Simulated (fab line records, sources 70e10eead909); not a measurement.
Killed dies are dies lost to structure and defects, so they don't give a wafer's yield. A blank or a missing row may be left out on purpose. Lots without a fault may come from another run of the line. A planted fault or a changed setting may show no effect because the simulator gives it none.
Problem report in the 8D (eight disciplines) form, filled by code | flow nand_harc | the parts of the form that need people (team, actions taken, sign-off) are left out

1. THE PROBLEM
killed_at_periphery at NHARC_END_SORT_01 reads a mean of 388.0 on 1 wafer of 1 lot; wafers without a fault read 3.4 with a standard deviation of 2.2. That is +99 or more standard deviations from the usual mean.
First seen on wafer L682.3, day 25 09:03, on prober-01. The record holds 3 wafers of 1 lot with a number at this step. Rule for "out", or "out of limits": more than 4 standard deviations from the usual mean. The other wafers with a number count as sound.

2. WHAT IT IS AND WHAT IT IS NOT
question                    | is                               | is not
which readings at this step | killed_at_periphery, killed_dies | killed_at_array, killed_at_other, killed_open, killed_short
which lots                  | L682                             | -
which wafers of those lots  | L682.3                           | L682.2, L682.4
read on which gauges        | prober-01                        | -
when                        | from day 25 09:03                | up to then (1 sound wafer); but 1 sound wafer of L682 came after

3. SUSPECTS, AND WHAT RULES EACH OUT
Counting: a tool at a process step up to the reading stays a suspect if it ran every lot that is out. Sound lots after the first of them don't rule it out here, since some wafers of a struck lot are sound.
- the gauge at NHARC_END_SORT_01: ruled out. All the wafers that are out were read on prober-01, but those of them that NHARC_P_CONTACT_ETCH_31 has rows for are out there too, on other tools.
- rtp_anneal-01 at NHARC_P_GATE_RTA_82 (time 30 s): kept. It ran the lot that is out, L682 (day 10 19:43).
- pecvd-01 at NHARC_P_CONTACT_DEP_00 (deposits SiO2, target thk 500 nm): kept. It ran the lot that is out, L682 (day 10 21:40). NHARC_P_CONTACT_DEP_00 gives no start for some lots, so the hours and the order of its lots are those of NHARC_P_CONTACT_INSPECT_14.
- rie_diel-13 at NHARC_P_CONTACT_ETCH_31 (etches the open film in CH3F/O2, target depth 30 nm, time 85.7 s): kept. It ran the lot that is out, L682 (day 10 22:28). Its own readings are out on those wafers: run_length_s.
- Within pecvd-01 at NHARC_P_CONTACT_DEP_00: the wafers that are out ran in chamber 2; their sound lot-mates ran in chamber 0.
- Within rie_diel-13 at NHARC_P_CONTACT_ETCH_31: the wafers that are out ran in chamber 0; their sound lot-mates ran in chambers 1, 3.
Left after counting: rtp_anneal-01 at NHARC_P_GATE_RTA_82, pecvd-01 at NHARC_P_CONTACT_DEP_00, rie_diel-13 at NHARC_P_CONTACT_ETCH_31.

4. THE CAUSE (what the simulator had put in)
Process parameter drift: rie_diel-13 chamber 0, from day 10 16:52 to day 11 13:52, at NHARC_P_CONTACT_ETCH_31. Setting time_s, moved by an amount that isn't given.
Counting left 3 suspects, and this tool is among them.

5. THE CHAIN OF EFFECTS, in route order
Each row: a reading whose mean over the struck wafers that have a number lies more than 3 standard deviations from the usual. Only readings for which the record gives a usual standard deviation are gone through. hours: the time from each lot's start at the first step in this table that gives one to its start at this step, as a median over the lots. sigmas: the change in usual standard deviations.
hours | step                    | reading             | usual   | on struck wafers | change | sigmas
0     | NHARC_P_CONTACT_ETCH_31 | run_length_s        | 107.0 s | 59.0             | -48.0  | -99 or more
347   | NHARC_END_SORT_01       | killed_at_periphery | 3.4     | 388.0            | +384.6 | +99 or more
347   | NHARC_END_SORT_01       | killed_dies         | 29      | 416              | +387   | +39
The process steps in it:
- NHARC_P_CONTACT_ETCH_31: etches the open film in CH3F/O2, target depth 30 nm, time 85.7 s.

6. WHAT WOULD HAVE CAUGHT IT SOONER
In this record the first reading out of limits at a measuring or inspecting step was taken at day 25 09:03, 352 hours after the fault began at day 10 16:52.
The tool's own readings at NHARC_P_CONTACT_ETCH_31 were out on every struck wafer that the step has a row for (run_length_s): an alarm limit on them would have fired on the first of those.
All the lots that are out (1) had begun NHARC_P_CONTACT_ETCH_31 on rie_diel-13 by day 25 09:03. A hold on the tool at that time would have spared none of them.
